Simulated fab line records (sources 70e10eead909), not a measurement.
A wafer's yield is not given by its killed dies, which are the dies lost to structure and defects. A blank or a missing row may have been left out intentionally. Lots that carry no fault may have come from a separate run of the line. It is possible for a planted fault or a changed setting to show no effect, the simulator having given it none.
Check for tools in common ; flow nand_harc ; 1 lot, 3 wafers sampled

## REASON FOR OPENING
At NHARC_END_SORT_01 the reading killed_at_periphery is flagged on 1 of 1 lot. Wafers without a fault read 3.5, standard deviation 2.8.
Rule: a lot is flagged in two cases, either no wafer of it has a number, or all its wafers with numbers fall more than 4 standard deviations from that mean. The rest of the lots are taken to be sound.

lot;measured;on;killed_at_periphery, wafer by wafer;flag
L108;day 22 17:23;prober-02;642 628 631;FLAGGED
On average the flagged lots read 633.7, which is +630.2 against the usual, or +99 or more standard deviations.

## WHICH TOOL RAN EACH LOT
Before the reading, the record contains 3 process steps out of a 1159-step route. Every cell lists first the tool, next ch and the chambers used by the sampled wafers, and last the start.
lot;flag;NHARC_P_ZERO_WELL_ETCH_65;NHARC_P_ZERO_WELL_ETCH_63;NHARC_P_ZERO_WELL_EXPOSE_21
L108;FLAGGED;rie_diel-07 ch 0,1, day 4 19:29;rie_si-04 ch 2,3, day 4 19:40;krf_scanner-01 ch 0, day 4 20:27
What the steps here do:
- NHARC_P_ZERO_WELL_ETCH_65: etches the open film in N2/H2, target depth 80 nm, overetch 24 nm, time 87.88 s.
- NHARC_P_ZERO_WELL_ETCH_63: etches the open film in HBr/Cl2, target depth 120 nm, time 40.1 s.
- NHARC_P_ZERO_WELL_EXPOSE_21: exposes mask P NWELL, target cd 720 nm.
- NHARC_END_SORT_01

## FLAGGED OVER TOTAL, TOOL BY TOOL (the gauges that took the reading come last)
step;tool;lots run;flagged;share of the flagged lots;sound lots run after its first flagged lot
NHARC_P_ZERO_WELL_ETCH_65;rie_diel-07;1;1;all;0
NHARC_P_ZERO_WELL_ETCH_63;rie_si-04;1;1;all;0
NHARC_P_ZERO_WELL_EXPOSE_21;krf_scanner-01;1;1;all;0
NHARC_END_SORT_01;prober-02;1;1;all;0

## WHAT IS ALLOWED BY THE TABLE
4 rows of the table ran every flagged lot: rie_diel-07 at NHARC_P_ZERO_WELL_ETCH_65, rie_si-04 at NHARC_P_ZERO_WELL_ETCH_63, krf_scanner-01 at NHARC_P_ZERO_WELL_EXPOSE_21, prober-02 at NHARC_END_SORT_01.
- rie_diel-07 at NHARC_P_ZERO_WELL_ETCH_65: 1 of its 1 lot flagged. It ran no sound lot before its first flagged lot in this sample, so the start can't be narrowed down.
- rie_si-04 at NHARC_P_ZERO_WELL_ETCH_63: 1 of its 1 lot flagged. It ran no sound lot before its first flagged lot in this sample, so the start can't be narrowed down.
- krf_scanner-01 at NHARC_P_ZERO_WELL_EXPOSE_21: 1 of its 1 lot flagged. It ran no sound lot before its first flagged lot in this sample, so the start can't be narrowed down.
- prober-02 at NHARC_END_SORT_01: 1 of its 1 lot flagged. It ran no sound lot before its first flagged lot in this sample, so the start can't be narrowed down.
A lot count leaves these 4 tools indistinguishable: every one of them fits a fault beginning at some hour. More lots, or a look at what each step does to the wafer, might.

## WHAT THE SIMULATOR PUT IN
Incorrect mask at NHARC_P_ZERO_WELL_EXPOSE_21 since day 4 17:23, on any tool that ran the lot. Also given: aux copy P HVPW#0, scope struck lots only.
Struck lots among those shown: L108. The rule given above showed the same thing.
